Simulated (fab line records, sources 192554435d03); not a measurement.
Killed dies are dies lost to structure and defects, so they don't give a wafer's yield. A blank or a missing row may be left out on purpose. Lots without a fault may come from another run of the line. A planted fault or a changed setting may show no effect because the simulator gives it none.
Chamber matching | flow n5_finfet | N5_HKMG_FIN_ALD_21 on ald_metal-01: 4 sister chambers
The step deposits TiN, target thk 1.5 nm, pulse time 1 s, purge time 3 s. 8 wafers are shown with their chamber, then 11 later ones without.

WAFERS WITH THEIR CHAMBER
wafer  | chamber | heater_power_w (W) | precursor_pulse_height_rel
L080.5 | 3       | 832                | 0.996
L081.6 | 1       | 875                | 1.018
L082.4 | 1       | 898                | 0.992
L082.5 | 2       | 849                | 0.991
L088.3 | 3       | 870                | 1.014
L088.4 | 0       | 964                | 1.018
L088.5 | 0       | 953                | 1.019
L089.3 | 2       | 831                | 1.001

WAFERS WITHOUT THEIR CHAMBER
wafer  | heater_power_w (W) | precursor_pulse_height_rel
L089.5 | 951                | 0.979
L089.6 | 879                | 0.998
L090.1 | 899                | 1.015
L090.4 | 946                | 0.998
L090.5 | 870                | 0.964
L094.1 | 850                | 1.004
L094.4 | 939                | 0.985
L094.6 | 886                | 1.017
L095.1 | 864                | 0.990
L095.4 | 883                | 1.003
L095.6 | 856                | 0.991

WHICH CHAMBER EACH WENT THROUGH
wafer  | from the rows above          | in truth
L089.5 | can't be placed: 0 or 1      | 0
L089.6 | can't be placed: 1 or 3 or 2 | 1
L090.1 | can't be placed: 1 or 3      | 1
L090.4 | can't be placed: 0 or 1      | 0
L090.5 | can't be placed: 2 or 1 or 3 | 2
L094.1 | can't be placed: 3 or 2 or 1 | 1
L094.4 | can't be placed: 0 or 1      | 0
L094.6 | can't be placed: 1 or 3      | 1
L095.1 | can't be placed: 2 or 3 or 1 | 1
L095.4 | can't be placed: 1 or 3      | 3
L095.6 | can't be placed: 2 or 3 or 1 | 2
Placed correctly: 0 of 11. Can't be placed from these rows: 11 (the true chamber is among the candidates in 11). Placed wrongly: 0.
How it was worked out, from the rows above alone: a wafer's distance from a chamber is the root of the sum, over the readings, of the square of ((its reading less the chamber's mean) divided by the reading's scatter). The wafer belongs to the nearest chamber; if the next one is less than 2 further off, it can't be placed. A chamber's mean is the mean of its shown wafers. The scatter: the root of (the sum of the squares of (reading less its chamber's mean) over the shown wafers, divided by (wafers less chambers)).
